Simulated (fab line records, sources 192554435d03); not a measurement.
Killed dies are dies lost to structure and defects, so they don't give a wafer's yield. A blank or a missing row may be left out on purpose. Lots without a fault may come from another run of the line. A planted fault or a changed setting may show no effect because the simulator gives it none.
Chamber matching | flow n5_finfet | N5_FIN_CUT_STRIP_24 on rie_diel-04: 4 sister chambers
The step strips in CF4. 8 wafers are shown with their chamber, then 8 later ones without.

WAFERS WITH THEIR CHAMBER
wafer  | chamber | showerhead_plenum_p_Torr (Torr) | drypump_motor_current_A (A)
L079.3 | 2       | 1.76                            | 6.2
L079.5 | 0       | 1.85                            | 5.6
L081.2 | 2       | 1.76                            | 6.2
L081.5 | 1       | 1.86                            | 6.3
L084.2 | 3       | 1.86                            | 5.9
L084.4 | 1       | 1.86                            | 6.2
L084.6 | 0       | 1.85                            | 5.6
L085.1 | 3       | 1.85                            | 5.9

WAFERS WITHOUT THEIR CHAMBER
wafer  | showerhead_plenum_p_Torr (Torr) | drypump_motor_current_A (A)
L085.2 | 1.85                            | 5.6
L085.6 | 1.76                            | 6.2
L091.1 | 1.85                            | 5.9
L091.2 | 1.84                            | 5.6
L091.3 | 1.75                            | 6.2
L092.1 | 1.84                            | 5.6
L092.2 | 1.85                            | 5.9
L092.3 | 1.75                            | 6.2

WHICH CHAMBER EACH WENT THROUGH
wafer  | from the rows above | in truth
L085.2 | 0                   | 0
L085.6 | 2                   | 2
L091.1 | 3                   | 3
L091.2 | 0                   | 0
L091.3 | 2                   | 2
L092.1 | 0                   | 0
L092.2 | 3                   | 3
L092.3 | 2                   | 2
Placed correctly: 8 of 8. Can't be placed from these rows: 0. Placed wrongly: 0.
How it was worked out, from the rows above alone: a wafer's distance from a chamber is the root of the sum, over the readings, of the square of ((its reading less the chamber's mean) divided by the reading's scatter). The wafer belongs to the nearest chamber; if the next one is less than 2 further off, it can't be placed. A chamber's mean is the mean of its shown wafers. The scatter: the root of (the sum of the squares of (reading less its chamber's mean) over the shown wafers, divided by (wafers less chambers)).
